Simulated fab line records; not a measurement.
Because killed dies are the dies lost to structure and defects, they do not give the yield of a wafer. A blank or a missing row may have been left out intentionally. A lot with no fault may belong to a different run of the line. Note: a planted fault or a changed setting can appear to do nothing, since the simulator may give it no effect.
Split-lot experiment	flow n5Finfet	on a route of 1938 steps: 7 lots, 21 wafers read

THE SPLIT
At N5_BEOL_M7_ETCH_66 (etches SOC in N2/H2, target depth 80 nm, overetch 16 nm, time 120 s), the setting biasW was moved away from the recipe's 150 W on 8 of the 21 wafers read, by -17.6% to +16.6%. For the rest of the wafers, this setting stayed at what the recipe calls for.

Reading taken at the split's own step.

THE READING
rfVppV, in V, at N5_BEOL_M7_ETCH_66 (etches SOC in N2/H2, target depth 80 nm, overetch 16 nm, time 120 s). Fault-free wafers of this fab line usually give 523.9 V, standard deviation 3 V.

wafer	tool, chamber at the split	biasW as run, W	against the recipe	rfVppV, V	against lot-mates on the recipe
L080.1	rieDiel-06, 2	150	recipe	529.2	-
L080.2	rieDiel-06, 0	130.4	-13.1%	479.9	-49.3
L080.4	rieDiel-06, 1	130.4	-13.1%	475.2	-54.0
L079.2	rieDiel-06, 0	150	recipe	526.6	-
L079.3	rieDiel-06, 2	168.4	+12.3%	569.7	+47.1
L079.4	rieDiel-06, 1	150	recipe	518.6	-
L085.2	rieDiel-06, 0	139.6	-6.9%	501.6	-19.8
L085.4	rieDiel-06, 3	150	recipe	523.6	-
L085.6	rieDiel-06, 1	150	recipe	519.1	-
L094.2	rieDiel-06, 3	150	recipe	522.9	-
L094.5	rieDiel-06, 3	150	recipe	523.0	-
L094.6	rieDiel-06, 2	150	recipe	528.4	-
L093.2	rieDiel-04, 0	174.9	+16.6%	578.9	+52.4
L093.3	rieDiel-04, 2	174.9	+16.6%	579.0	+52.5
L093.4	rieDiel-04, 3	150	recipe	526.5	-
L095.2	rieDiel-01, 2	150	recipe	525.8	-
L095.4	rieDiel-01, 3	150	recipe	522.2	-
L095.5	rieDiel-01, 1	150	recipe	523.0	-
L097.1	rieDiel-01, 2	123.6	-17.6%	465.3	-58.7
L097.3	rieDiel-01, 1	150	recipe	524.0	-
L097.6	rieDiel-01, 2	123.6	-17.6%	465.9	-58.1

FIT RESULTS
A straight line over all 21 wafers: rfVppV changes by +3.4 V for each +1% of biasW; r = +1.00; the points scatter about the line by 3 V.
The same after taking each lot's own level away (the mean of its wafers on the recipe; 21 wafers): +3.42 V for each +1%; r = +0.99; scatter 3.7 V.
The reading moves by 60 V for the largest change in biasW, on that fit.
Measured against the standard deviation above, the lots' own levels, which go from 521.35 to 529.20 V, span 2.6 times it.
Hence the lot-to-lot level has little effect on the slope; both slopes agree.
Check: for one of the wafers moved furthest among these (-17.6%), held out of the fit, the line's prediction against its lot-mates is -61.2 V. Against them it came out at -58.7 V.
Tool readings at the split's step, against how far the setting was moved: rfVppV r = +1.00.

OTHER SPLITS APPLIED TO THESE WAFERS
Note: prior to the reading, these wafers also went through further splits. Each is held against what the fit with the lots' levels taken away leaves over:
other split on the same wafers	wafers away from the commonest value	r with rfVppV (lot level and that fit taken away)
N5_BEOL_M5_TRENCH_ETCH_37 timeS	9	+0.19
N5_BEOL_M6_EXPOSE_25 doseMj	4	-0.18

THE WHOLE CHAIN: every reading that the file lists as answering this split, in the file's order
step	what it does	reading	change (the file's fit)	r (the file's)
N5_BEOL_M7_ETCH_66	etches SOC in N2/H2, target depth 80 nm, overetch 16 nm, time 120 s	rfVppV	+3.44 V for each +1% of the setting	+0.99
N5_BEOL_M7_ETCH_66	etches SOC in N2/H2, target depth 80 nm, overetch 16 nm, time 120 s	SiARC_of_BEOL_M7_COAT_64.thkNm (the simulator's own value, which no gauge read)	-0.079 nm for each +1% of the setting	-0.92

THE FILE'S OWN FIT
rfVppV changes by +3.44 V for each +1% of biasW, r = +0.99.
